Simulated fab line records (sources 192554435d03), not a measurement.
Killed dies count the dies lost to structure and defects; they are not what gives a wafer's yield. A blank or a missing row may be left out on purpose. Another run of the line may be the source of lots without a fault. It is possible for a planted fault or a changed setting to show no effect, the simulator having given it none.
A lot that was struck, set against a sound lot	flow n5-finfet	37 steps out of a route of 1938
Sound: these wafers, L977.3, L977.4, L977.6. Struck: wafers L988.1, L988.4. (L988.6 of the same lot was not struck and is left out.) The cause comes at the end.
At each step with rows: each side's tool, then ch and its chambers, then its first start. Under that, the readings that differ: sound wafers	struck wafers	difference of the means	sigmas: that difference in standard deviations of wafers without a fault.
alike: a reading whose means differ by less than 2 such deviations, as well as words and numbers matching on both sides. not compared: withheld readings; readings where some wafer has no value; bounds like >300 that might hide an equal value; numbers whose values overlap and for which the record gives no deviation.
The two part at a step that has a row with sigmas, a row that says differs or no value, or rows on one side only. When numbers do not overlap yet have no deviation, they are printed without sigmas and do not part them. A reading missing from all wafers of one side parts the sides only when that side holds two or more wafers.

first, 9 steps without rows for these wafers: N5_BEOL_M11_ALD_74 (deposits TaN, target thk 2 nm, pulse time 2 s, purge time 3 s); N5_BEOL_M11_SURFACE_TREAT_76; N5_BEOL_M11_CVD_75 (deposits Co from CCTBA/H2, target thk 2 nm, time 138.9 s); N5_BEOL_M11_SPUTTER_48 (material Cu, target thk 12 nm, time 2 s); N5_BEOL_M11_ECD_50 (material Cu, target thk 318 nm); N5_BEOL_M11_ANNEAL_51 (time 90 s); N5_BEOL_M11_CMP_52 (polishes, stops on SiCOH lowk, t overpolish 7 s, target thk 140 nm); N5_BEOL_M11_PRE_CLEAN_55 (time 15 s); N5_BEOL_M11_DEP_56 (deposits SiCN from 3MS/NH3, target thk 30 nm, time 10.5 s).
N5_BEOL_M12_ILD_DEP_00: deposits SiOC from DEMS/O2, target thk 658.92 nm, time 130.7 s.
  sound on pecvd-01 ch 0,1,2, day 14 16:56; struck on pecvd-02 ch 1, day 16 11:49
reading	sound	struck	difference	sigmas
model.SiOC_of_BEOL_M12_ILD_DEP_00.thk-nm (nm)	651.6 657.6 645.6	888.2 909.8	+247.4	
  alike: heater-power-w, rf-fwd-power-W, showerhead-plenum-p-Torr, throttle-valve-pct
  not compared: since-wet-clean-h
N5_BEOL_M12_THK_MEAS_01:
  struck on film-metro-02, day 16 11:57; sound on film-metro-01, day 14 17:04
reading	sound	struck	difference	sigmas
M12_ILD_THK (nm)	652 657 646	888 910	+247	+29
then, 10 steps without rows for these wafers: N5_BEOL_M12_COAT_58 (time 60 s, resist thk 89 nm); N5_BEOL_M12_COAT_04 (resist thk 400 nm); N5_BEOL_M12_EBR_06; N5_BEOL_M12_SOFTBAKE_05 (time 60 s); N5_BEOL_M12_EXPOSE_07 (exposes mask V11); N5_BEOL_M12_PEB_08 (peb time 90 s); N5_BEOL_M12_DEVELOP_09 (develop time 45 s); N5_BEOL_M12_HARDBAKE_14 (time 120 s); N5_BEOL_M12_DESCUM_15 (chemistry O2, time 7.9 s); N5_BEOL_M12_ETCH_59 (etches BARC in N2/H2, target depth 89 nm, overetch 26.7 nm, time 67.9 s).
N5_BEOL_M12_VIA_ETCH_16: etches SiOC in C4F8/O2/Ar, target depth 724.8 nm.
  sound on rie-diel-01 ch 0,1, day 14 17:40; struck on rie-diel-01 ch 1,2, day 16 12:39
reading	sound	struck	difference	sigmas
oes-product-au (a.u.)	0.67 0.62 0.67	0.84 0.95	+0.24	+3
rf-fwd-power-W (W)	2968 2999 2990	- -	no value on the struck wafers	
model.etch.depth-nm (nm)	651.6 657.5 645.6	888.2 909.7	+247.4	
model.coat_of_BEOL_M12_COAT_04.thk-nm (nm)	125.8 123.6 125.8	58 52.4	-70	
  alike: C4F8_flow_sccm, O2_flow_sccm, drypump-motor-current-A, rf-vpp-V, showerhead-plenum-p-Torr, throttle-valve-pct
N5_BEOL_M12_STRIP_63: strips in N2/H2.
  sound on plasma-asher-01 ch 0,1, day 14 17:53; struck on plasma-asher-01 ch 0,1, day 16 12:51
reading	sound	struck	difference	sigmas
oes-product-au (a.u.)	0.694 0.699 0.693	0.668 0.659	-0.032	-7
strip-time-to-endpoint-s (s)	43.3 42.7 43.2	24.1 22.3	-19.9	-27
  alike: drypump-motor-current-A, heater-power-w, n2-flow-sccm
  not compared: rf-hours-counter-h
then, 12 steps without rows for these wafers: N5_BEOL_M12_STRIP_64 (strips in N2/H2); N5_BEOL_M12_STRIP_71 (strips in post etch residue remover, time 60 s); N5_BEOL_M12_SRD_72 (time 30 s, dry time 30 s); N5_BEOL_M12_COAT_65 (time 60 s, resist thk 300 nm); N5_BEOL_M12_COAT_66 (time 60 s, resist thk 110 nm); N5_BEOL_M12_COAT_22 (resist thk 300 nm); N5_BEOL_M12_EBR_24; N5_BEOL_M12_SOFTBAKE_23 (time 60 s); N5_BEOL_M12_EXPOSE_25 (exposes mask M12); N5_BEOL_M12_PEB_26 (peb time 90 s); N5_BEOL_M12_DEVELOP_27 (develop time 45 s); N5_BEOL_M12_HARDBAKE_32 (time 120 s).
N5_BEOL_M12_CMP_49: polishes, stops on SiOC, t overpolish 20.6 s, target thk 320 nm.
  sound on cmp-01 ch 0,1,2, day 14 22:14; struck on cmp-03 ch 1,2, day 16 17:25
reading	sound	struck	difference	sigmas
model.SiOC_of_BEOL_M12_ILD_DEP_00.thk-nm (nm)	591.6 598.6 585.6	830.4 850	+248.3	
  alike: motor-current-A
after that, 1 step had no rows for these wafers: N5_PASSIVATION_PROBE_49.

WHERE THEY PART
Last at N5_BEOL_M12_STRIP_63 as far as this record goes, first at N5_BEOL_M12_THK_MEAS_01. Later steps at which nothing parts them and some readings are alike: N5_BEOL_M12_CMP_49.

WHY: the cause the simulator had injected
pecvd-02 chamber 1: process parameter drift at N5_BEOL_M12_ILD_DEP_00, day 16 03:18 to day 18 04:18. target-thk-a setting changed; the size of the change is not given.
